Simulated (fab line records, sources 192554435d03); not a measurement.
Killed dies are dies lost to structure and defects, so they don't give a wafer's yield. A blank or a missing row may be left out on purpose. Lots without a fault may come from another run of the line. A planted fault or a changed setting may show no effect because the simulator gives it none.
fab line records | flow n5_finfet
record lots=6 wafers=17 last_day=18
route steps=1938 shown BEOL_M9@1450 PASSIVATION@1936
lots that met no fault: from a run of the same line without faults
start_h: hours from the record's first day to the start of the lot's first wafer shown | wait_h: hours since the lot's step before | " the same as in the row above | L1.1+2: a row that stands for several wafers | - no value, or no start given | * or withheld: withheld | < > ~ a bound
route shown NAME@n: a module of which the file shows steps, and the number in the route of the first | usual: mean/standard deviation of fault-free wafers | same: alike in all rows | chamber/n: place in a boat | sites: the reading at each site | _std_site: their standard deviation | _edge_site: outer sites' mean less inner sites' | radius_mm: how far each site lies from the wafer's centre | mask NAME#n: copy n | behind: the tool/chamber that last shaped the wafer | hold: why the lot was held/for how many hours/how that ended | device: the transistor (n, p or np) that didn't switch | end of line: the same wafers' tests at the end of the route | a step without rows: its recipe alone | killed: dies lost to structure and defects at the first sort, not the wafer's yield | map: a wafer's dies, x killed, . not, _ none there
set.NAME: the setting as run; set.NAME@STEP: as run at that earlier step | model.NAME: the simulator's own value behind a step, which no gauge read
lots at some steps of the route; a table a step, a row a wafer
services: from which hour (start_h, from the record's first day; less than 0 if before it) a tool's chamber was out of use, for how many hours, and why
## steps
# step N5_BEOL_M9_HM_STRIP_39
# recipe chemistry=peroxide_tin_strip material=TiN target_depth_a=250 temp_c=50 time_s=158
# step N5_BEOL_M9_SRD_40
# recipe time_s=30 temp_c=23 rinse_liquid=diw dry=ipa_marangoni
# step N5_BEOL_M9_PRECLEAN_42
# recipe chemistry=residue_remover time_s=60 temp_c=40
# step N5_BEOL_M9_SRD_43
# recipe time_s=30 temp_c=23 rinse_liquid=diw dry=ipa_marangoni
# step N5_BEOL_M9_CD_MEAS_35
# recipe target_cd_nm=70 target_cd_y_nm=40 polarity=opening
# usual cd_nm=70.4/0.92
# columns lot.wafer tool chamber start_h wait_h cd_nm
L686.4 cd_sem-03 - 207.48 0.0 68.9
L686.5 " - " " 69.7
L686.6 " - " " 70.5
L687.2 cd_sem-03 - 211.33 0.0 69.6
L687.3 " - " " 70.6
L687.5 " - " " 70.9
L695.1 cd_sem-01 - 254.25 0.0 68.9
L695.2 " - " " 70.2
L695.6 " - " " 69.8
L702.4 cd_sem-02 - 320.55 0.0 71.2
L702.6 " - " " 70.9
L703.2 cd_sem-01 - 326.57 0.0 70.1
L703.3 " - " " 69.6
L703.4 " - " " 70.1
L709.1 cd_sem-03 - 373.95 0.0 69.9
L709.3 " - " " 71.1
L709.4 " - " " 70.8
# step N5_BEOL_M9_CURE_72
# recipe temp_c=370 time_s=120 ambient=DMADMS/He material=SiCOH_lowk
# usual lamp_power_pct=52.31/0.059 wafer_temp_C_max=372.1/0.79
# columns lot.wafer tool chamber start_h wait_h lamp_power_pct wafer_temp_C_max
L686.4 uv_cure-01 0 207.66 0.2 52.21 372.7
L686.5 " 0 " " 52.29 372.5
L686.6 " 0 " " 52.34 373.8
L687.2 uv_cure-02 0 211.42 0.1 52.29 372.8
L687.3 " 0 " " 52.24 372.2
L687.5 " 0 " " 52.31 372.2
L695.1 uv_cure-03 0 254.29 0.0 52.24 370.9
L695.2 " 0 " " 52.33 371.9
L695.6 " 0 " " 52.29 371.9
L702.4 uv_cure-02 1 320.74 0.2 52.28 371.4
L702.6 " 1 " " 52.28 371.2
L703.2 uv_cure-01 2 326.71 0.1 52.22 372.3
L703.3 " 2 " " 52.40 372.6
L703.4 " 2 " " 52.20 372.6
L709.1 uv_cure-02 0 373.99 0.0 52.29 371.8
L709.3 " 0 " " 52.35 371.8
L709.4 " 0 " " 52.34 372.0
# step N5_BEOL_M9_DEGAS_44
# recipe ambient=vacuum temp_c=250 time_s=60
# usual heater_power_w=320/37
# columns lot.wafer tool chamber start_h wait_h heater_power_w
L686.4 pvd_sputter-02 - 207.94 0.2 343
L686.5 " - " " 322
L686.6 " - " " 335
L687.2 pvd_sputter-03 - 211.90 0.4 267
L687.3 " - " " 376
L687.5 " - " " 384
L695.1 pvd_sputter-02 - 255.26 0.9 364
L695.2 " - " " 338
L695.6 " - " " 356
L702.4 pvd_sputter-03 - 321.05 0.3 384
L702.6 " - " " 261
L703.2 pvd_sputter-01 - 328.85 2.1 299
L703.3 " - " " 322
L703.4 " - " " 344
L709.1 pvd_sputter-01 - 376.14 2.1 325
L709.3 " - " " 286
L709.4 " - " " 342
# step N5_BEOL_M9_PRE_CLEAN_45
# recipe gas=H2/He time_s=30 temp_c=250
# usual heater_power_w=320/37
# columns lot.wafer tool chamber start_h wait_h heater_power_w
L686.4 pvd_sputter-02 - 207.98 0.0 333
L686.5 " - " " 314
L686.6 " - " " 329
L687.2 pvd_sputter-03 - 211.94 0.0 270
L687.3 " - " " 392
L687.5 " - " " 380
L695.1 pvd_sputter-02 - 255.30 0.0 356
L695.2 " - " " 329
L695.6 " - " " 366
L702.4 pvd_sputter-03 - 321.09 0.0 382
L702.6 " - " " 259
L703.2 pvd_sputter-01 - 328.89 0.0 290
L703.3 " - " " 323
L703.4 " - " " 343
L709.1 pvd_sputter-01 - 376.18 0.0 322
L709.3 " - " " 290
L709.4 " - " " 355
# step N5_BEOL_M9_ALD_74
# recipe material=TaN target_thk_a=20 temp_c=275 ald_precursor_family=PDMAT ald_co_reactant=NH3 pressure_torr=3 carrier_flow_sccm=1500 pulse_time_s=2 purge_time_s=3 co_reactant_purge_time_s=2 co_reactant_pulse_time_s=3 ald_cycles=40 precursor_vessel_temp_c=75 precursor_vessel_pressure_torr=26.25 precursor_vessel_carrier_sccm=1000
# step N5_BEOL_M9_SURFACE_TREAT_79
# recipe gas=Ar time_s=* ion_energy_ev=* ion_current_ma_cm2=0.5 pressure_mtorr=* ar_flow_sccm=30
# usual throttle_valve_pct=*
# columns lot.wafer tool chamber start_h wait_h throttle_valve_pct
L686.4 pvd_sputter-02 - 208.40 0.2 *
L686.5 " - " " *
L686.6 " - " " *
L687.2 pvd_sputter-02 - 212.41 0.3 *
L687.3 " - " " *
L687.5 " - " " *
L695.1 pvd_sputter-01 - 255.72 0.2 *
L695.2 " - " " *
L695.6 " - " " *
L702.4 pvd_sputter-03 - 321.61 0.3 *
L702.6 " - " " *
L703.2 pvd_sputter-01 - 329.31 0.2 *
L703.3 " - " " *
L703.4 " - " " *
L709.1 pvd_sputter-01 - 376.66 0.2 *
L709.3 " - " " *
L709.4 " - " " *
# step N5_BEOL_M9_CVD_78
# recipe material=Co target_thk_a=20 temp_c=withheld precursor=CCTBA/H2 pressure_torr=30 time_s=138.9
# step N5_BEOL_M9_SPUTTER_48
# recipe material=Cu target_thk_a=120 temp_c=-20 bias_v=60 power_w=26000 chamber_pressure_pa=0.13 time_s=2
# usual throttle_valve_pct=29.9/0.82
# columns lot.wafer tool chamber start_h wait_h throttle_valve_pct
L686.4 pvd_sputter-01 - 208.88 0.1 29.1
L686.5 " - " " 30.9
L686.6 " - " " 30.2
L687.2 pvd_sputter-03 - 212.59 0.1 29.5
L687.3 " - " " 29.3
L687.5 " - " " 29.5
L695.1 pvd_sputter-02 - 255.90 0.1 28.0
L695.2 " - " " 30.9
L695.6 " - " " 30.8
L702.4 pvd_sputter-03 - 321.83 0.1 30.9
L702.6 " - " " 29.6
L703.2 pvd_sputter-01 - 329.59 0.2 29.5
L703.3 " - " " 31.0
L703.4 " - " " 29.1
L709.1 pvd_sputter-01 - 377.04 0.1 29.5
L709.3 " - " " 30.7
L709.4 " - " " 30.3
# step N5_BEOL_M9_ECD_50
# recipe material=Cu target_thk_a=3180
# columns lot.wafer tool chamber start_h wait_h model.Cu_of_BEOL_M9_ECD_50.thk_nm
L686.4 ecd_cu-01 1 209.02 0.1 322.8
L686.5 " 1 " " 315.8
L686.6 " 0 " " 323.2
L687.2 ecd_cu-02 0 212.70 0.1 317.2
L687.3 " 1 " " 313.2
L687.5 " 1 " " 319.4
L695.1 ecd_cu-01 1 256.02 0.1 316.8
L695.2 " 0 " " 316.6
L695.6 " 1 " " 319.2
L702.4 ecd_cu-02 0 321.94 0.1 579.6
L702.6 " 1 " " 314.6
L703.2 ecd_cu-02 1 329.71 0.1 324.6
L703.3 " 1 " " 586
L703.4 " 0 " " 582.4
L709.1 ecd_cu-01 0 377.16 0.1 320
L709.3 " 0 " " 322.6
L709.4 " 1 " " 319
# step N5_BEOL_M9_ANNEAL_51
# recipe temp_c=225 time_s=90 ambient=N2
# step N5_BEOL_M9_CMP_52
# recipe stop_on=SiCOH_lowk t_overpolish_s=7 down_force_psi=1 platen_rpm=50 clearing_platen_down_force_psi=1.5 clearing_platen_rpm=50 post_cmp_clean=cu_alkaline target_thk_nm=140 clearing_platen_pad_velocity_m_s=0.99484 pad_velocity_m_s=0.99484
# usual motor_current_A=6.1/0.64 time_to_endpoint_s=66/4.1
# columns lot.wafer tool chamber start_h wait_h motor_current_A time_to_endpoint_s
L686.4 cmp-03 1 209.83 0.2 5.7 66
L686.5 " 0 " " 7.3 65
L686.6 " 1 " " 5.6 65
L687.2 cmp-02 1 213.20 0.3 6.3 63
L687.3 " 2 " " 5.8 71
L687.5 " 3 " " 5.4 61
L695.1 cmp-02 2 256.67 0.3 5.8 69
L695.2 " 3 " " 5.6 62
L695.6 " 1 " " 6.5 64
L702.4 cmp-01 3 322.31 0.1 6.6 121
L702.6 " 3 " " 6.6 68
L703.4 cmp-02 3 330.15 0.2 5.9 114
L703.2 " 0 " " 7.0 66
L703.3 " 1 " " 6.5 113
L709.1 cmp-02 0 377.56 0.3 6.7 64
L709.3 " 1 " " 6.7 62
L709.4 " 2 " " 5.8 70
# step N5_BEOL_M9_THK_MEAS_53
# recipe thk_meas_gauge=xrf reads=Cu_of_BEOL_M9_ECD_50
# usual M9_THK=141/3.2
# columns lot.wafer tool chamber start_h wait_h M9_THK[nm]
L686.4 film_metro-01 - 210.09 - 139
L686.5 " - " " 138
L686.6 " - " " 140
L687.2 film_metro-01 - 213.42 - 136
L687.3 " - " " 144
L687.5 " - " " 142
L695.1 film_metro-02 - 256.92 - 146
L695.2 " - " " 142
L695.6 " - " " 142
L702.4 film_metro-02 - 322.61 - 145
L702.6 " - " " 138
L703.2 film_metro-01 - 330.41 - 138
L703.3 " - " " 139
L703.4 " - " " 138
L709.1 film_metro-01 - 377.86 - 143
L709.3 " - " " 142
L709.4 " - " " 141
# step N5_PASSIVATION_PROBE_49
# usual defect_limited_yield=90.9/1.6 killed_at_M0_to_M3=34/10 killed_at_M4_up=13/5.4 killed_at_contacts=13/6 killed_at_front_end=42/13 killed_at_other=4/3.2 killed_dies=107/18 killed_on_rim=14/4.2 killed_open=69/14 killed_short=35/7.7 sort_bin_4_leakage=0.02/0.17 sort_bin_5_function=5.3/1 sort_bin_6_memory=3.3/0.75 sort_bin_8_speed=0.00/0.015 sort_n_pass=1073/19 sort_yield_pct=90.9/1.6
# same gross_dies=1180 killed_at_back_side=0
# columns lot.wafer tool chamber start_h wait_h defect_limited_yield[%] killed_at_M0_to_M3 killed_at_M4_up killed_at_contacts killed_at_front_end killed_at_other killed_dies killed_on_rim killed_open killed_short sort_bin_4_leakage[%] sort_bin_5_function[%] sort_bin_6_memory[%] sort_bin_8_speed[%] sort_n_pass sort_yield_pct[%]
L686.4 prober-02 - 265.85 0.2 90.3 33 16 12 53 1 115 17 74 37 0 5.1 4.2 0 1065 90.3
L686.5 prober-02 - 265.90 0.2 92.5 18 27 14 30 0 89 12 65 22 0 5.0 2.1 0 1091 92.5
L686.6 prober-02 - 265.95 0.3 92.6 26 18 7 33 3 87 14 53 32 0 4.4 2.3 0 1093 92.6
L687.2 prober-02 - 266.89 0.1 90.1 24 26 30 35 2 117 12 81 32 0 5.6 3.7 0 1063 90.1
L687.3 prober-02 - 266.94 0.1 91.4 26 14 25 37 0 102 17 71 29 0 5.1 3.5 0 1078 91.4
L687.5 prober-02 - 267.04 0.2 88.5 30 20 16 63 7 136 17 79 45 0 7.4 3.8 0 1044 88.5
L695.1 prober-02 - 312.61 0.0 94.2 29 9 1 30 0 69 12 39 24 0 2.9 2.3 0 1111 94.2
L695.2 prober-02 - 312.66 0.1 93.3 24 13 0 40 2 79 11 45 32 0 4.1 2.2 0 1101 93.3
L695.6 prober-02 - 312.86 0.3 94.2 30 9 7 21 1 68 9 40 28 0 3.2 1.9 0 1112 94.2
L702.4 prober-02 - 374.81 0.2 88.4 41 23 7 63 3 137 19 88 34 0 6.9 4.2 0 1043 88.4
L702.6 prober-02 - 374.91 0.3 89.4 46 13 10 47 9 125 17 89 33 0 6.8 3.4 0 1055 89.4
L703.2 prober-01 - 388.65 0.1 91.5 42 14 14 25 5 100 18 64 34 0 5.2 3.1 0 1080 91.5
L703.3 prober-01 - 388.70 0.1 91.1 44 24 9 26 2 105 12 77 23 1.61 5.2 3.3 0.08 1056 89.5
L703.4 prober-01 - 388.75 0.2 90.6 51 17 10 25 8 111 17 66 41 0 5.3 3.8 0 1069 90.6
L709.1 prober-02 - 432.47 0.0 90.3 18 17 16 61 3 115 15 60 47 0 6.4 3.1 0 1065 90.3
L709.3 prober-02 - 432.57 0.1 90.8 29 6 13 54 6 108 17 69 32 0 5.9 3.1 0 1072 90.8
L709.4 prober-02 - 432.62 0.2 89.3 42 8 8 64 4 126 22 88 35 0 6.1 3.8 0 1054 89.3
# killed by level:class
L686.4 FIN_SAQP:geometric_particle:short=17 BEOL_M2:geometric_particle:open=10 FIN_SAQP:geometric_particle:open=9 STI_FIN_REVEAL:geometric_particle:open=9 MOL_CONTACT_COAG:geometric_particle:open=8 BEOL_M4:geometric_particle:open=7 BEOL_M0:geometric_particle:open=6 BEOL_M0_SAQP:geometric_particle:short=4
L686.5 BEOL_M4:geometric_particle:open=16 MOL_CONTACT_COAG:geometric_particle:open=14 FIN_SAQP:geometric_particle:short=6 GATE_CUT:geometric_particle:open=6 GATE_CUT:geometric_particle:short=5 BEOL_M2:geometric_particle:open=5 FIN_SAQP:geometric_particle:open=4 BEOL_M5:geometric_particle:open=4
L686.6 FIN_SAQP:geometric_particle:open=11 FIN_SAQP:geometric_particle:short=9 BEOL_M0_SAQP:geometric_particle:short=8 BEOL_M4:geometric_particle:open=7 BEOL_M0:geometric_particle:open=6 MOL_CONTACT_COAG:geometric_particle:open=5 BEOL_M2:geometric_particle:open=5 STI_FIN_REVEAL:geometric_particle:open=3
L687.2 MOL_CONTACT_COAG:geometric_particle:open=25 BEOL_M4:geometric_particle:open=10 FIN_SAQP:geometric_particle:open=9 BEOL_M0_SAQP:geometric_particle:open=9 STI_FIN_REVEAL:geometric_particle:open=7 BEOL_M0_SAQP:geometric_particle:short=7 MOL_CONTACT_COAG:geometric_particle:short=4 STARTING-WAFER:geometric_particle:open=4
L687.3 MOL_CONTACT_COAG:geometric_particle:open=20 STI_FIN_REVEAL:geometric_particle:open=11 BEOL_M0_SAQP:geometric_particle:open=9 BEOL_M0_SAQP:geometric_particle:short=8 FIN_SAQP:geometric_particle:open=5 GATE_CUT:geometric_particle:short=5 GATE_CUT:geometric_particle:open=5 MOL_CONTACT_COAG:geometric_particle:short=4
L687.5 STI_FIN_REVEAL:geometric_particle:open=20 FIN_SAQP:geometric_particle:short=14 MOL_CONTACT_COAG:geometric_particle:open=14 FIN_SAQP:geometric_particle:open=11 BEOL_M0_SAQP:geometric_particle:short=11 BEOL_M4:geometric_particle:open=10 BEOL_M0_SAQP:geometric_particle:open=7 PASSIVATION:area_etch=6
L695.1 BEOL_M0_SAQP:geometric_particle:open=7 FIN_SAQP:geometric_particle:short=6 BEOL_M0_SAQP:geometric_particle:short=6 FIN_SAQP:geometric_particle:open=5 HKMG_FIN:area_etch=5 DUMMY_GATE:geometric_particle:open=4 BEOL_M1:geometric_particle:open=4 BEOL_M3:geometric_particle:open=4
L695.2 FIN_SAQP:geometric_particle:short=14 FIN_SAQP:geometric_particle:open=13 BEOL_M4:geometric_particle:open=6 BEOL_M0_SAQP:geometric_particle:short=4 BEOL_M0_SAQP:geometric_particle:open=4 BEOL_M2:geometric_particle:open=4 STARTING-WAFER:geometric_particle:short=4 DUMMY_GATE:geometric_particle:open=3
L695.6 BEOL_M1:geometric_particle:open=9 BEOL_M0_SAQP:geometric_particle:short=8 STI_FIN_REVEAL:geometric_particle:open=6 BEOL_M0_SAQP:geometric_particle:open=5 MOL_CONTACT_COAG:geometric_particle:short=4 STARTING-WAFER:geometric_particle:short=4 FIN_SAQP:geometric_particle:short=3 FIN_SAQP:geometric_particle:open=3
L702.4 STI_FIN_REVEAL:geometric_particle:open=15 BEOL_M4:geometric_particle:open=13 FIN_CUT:area_etch=10 BEOL_M3:geometric_particle:open=9 BEOL_M0_SAQP:geometric_particle:open=8 BEOL_M0_SAQP:geometric_particle:short=7 BEOL_M1:geometric_particle:open=7 FIN_SAQP:geometric_particle:open=6
L702.6 BEOL_M3:geometric_particle:open=16 STI_FIN_REVEAL:geometric_particle:open=12 BEOL_M0_SAQP:geometric_particle:short=7 BEOL_M0_SAQP:geometric_particle:open=7 BEOL_M2:geometric_particle:open=6 FIN_SAQP:geometric_particle:open=5 DUMMY_GATE:geometric_particle:open=5 SPACER0:geometric_particle:open=5
L703.2 BEOL_M0_SAQP:geometric_particle:open=14 BEOL_M0_SAQP:geometric_particle:short=12 STI_FIN_REVEAL:geometric_particle:open=9 MOL_CONTACT_COAG:geometric_particle:open=7 BEOL_M4:geometric_particle:open=7 MOL_CONTACT_COAG:geometric_particle:short=6 BEOL_M2:geometric_particle:open=6 FIN_SAQP:geometric_particle:short=5
L703.3 BEOL_M4:geometric_particle:open=20 BEOL_M0_SAQP:geometric_particle:open=11 BEOL_M0_SAQP:geometric_particle:short=8 BEOL_M2:geometric_particle:open=7 FIN_SAQP:geometric_particle:open=6 MOL_CONTACT_COAG:geometric_particle:open=6 BEOL_M3:geometric_particle:open=6 GATE_CUT:geometric_particle:short=5
L703.4 BEOL_M0_SAQP:geometric_particle:open=15 BEOL_M0_SAQP:geometric_particle:short=11 BEOL_M1:geometric_particle:open=9 GATE_CUT:geometric_particle:short=7 BEOL_M4:geometric_particle:open=7 PAD_METAL:geometric_particle:short=6 DUMMY_GATE:geometric_particle:open=5 MOL_CONTACT_COAG:geometric_particle:open=5
L709.1 FIN_SAQP:geometric_particle:short=17 FIN_SAQP:geometric_particle:open=14 MOL_CONTACT_COAG:geometric_particle:open=12 BEOL_M4:geometric_particle:open=8 STI_FIN_REVEAL:geometric_particle:open=7 BEOL_M3:geometric_particle:open=5 GATE_CUT:geometric_particle:short=4 MOL_CONTACT_COAG:geometric_particle:short=4
L709.3 STI_FIN_REVEAL:geometric_particle:open=18 FIN_SAQP:geometric_particle:open=14 BEOL_M0_SAQP:geometric_particle:open=9 BEOL_M0_SAQP:geometric_particle:short=8 FIN_SAQP:geometric_particle:short=7 MOL_CONTACT_COAG:geometric_particle:open=7 BEOL_M3:geometric_particle:open=5 BEOL_M4:geometric_particle:open=5
L709.4 STI_FIN_REVEAL:geometric_particle:open=23 BEOL_M0_SAQP:geometric_particle:open=12 BEOL_M3:geometric_particle:open=12 FIN_SAQP:geometric_particle:open=10 FIN_SAQP:geometric_particle:short=8 BEOL_M0_SAQP:geometric_particle:short=8 MOL_CONTACT_COAG:geometric_particle:open=7 STI_FIN_REVEAL:geometric_particle:short=5
## services
# columns tool chamber start_h hours kind
uv_cure-01 - 188.51 1.0 pm
cmp-02 - 191.17 9.8 repair
cmp-01 - 195.35 3.5 repair
ecd_cu-01 - 221.68 0.9 repair
cmp-01 - 228.23 0.9 repair
cmp-01 - 230.09 1.5 repair
cmp-02 - 239.41 4.0 pm
cmp-02 - 243.41 - consumable_replace:conditioner
cmp-02 - 243.41 - consumable_replace:pad
ecd_cu-01 - 251.17 2.8 repair
cmp-03 - 251.27 4.0 pm
cmp-01 - 259.16 1.2 repair
cmp-02 - 263.19 4.4 pm
cmp-03 - 272.64 0.3 repair
uv_cure-03 - 277.44 6.0 pm
cmp-01 - 281.15 0.8 repair
ecd_cu-01 - 296.10 65.9 repair
pvd_sputter-02 - 305.99 6.3 repair
uv_cure-03 - 310.02 11.6 repair
cmp-03 - 332.55 0.6 repair
cmp-03 - 335.14 7.4 pm
uv_cure-01 - 341.40 4.3 pm
pvd_sputter-02 - 359.20 3.8 repair
uv_cure-02 - 375.12 5.0 pm
## key
first_sign step=N5_BEOL_M9_CMP_52 reading=time_to_endpoint_s direction=up sigmas=12 usual=* struck=*
effect none on later readings
model_effect step=N5_BEOL_M9_ECD_50 value=Cu_of_BEOL_M9_ECD_50.thk_nm without=320.7 struck=582.7
met_at N5_BEOL_M9_ECD_50
struck_wafers L702.4,L703.3,L703.4
baseline_loss step=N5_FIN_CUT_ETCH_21 wafers=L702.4
onset_between 212.70 321.94
fault kind=process_parameter_drift tool=ecd_cu-02 chamber=- onset_h=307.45 steps=N5_BEOL_M9_ECD_50 channel=target_thk_a offset=* shape=step end_h=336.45 scope=struck_wafers_only acts_in=* stated=*
# baseline_loss: these wafers lose ten dies or more at that step, a loss of the line's own and not of a fault; the sort's usual values leave them out
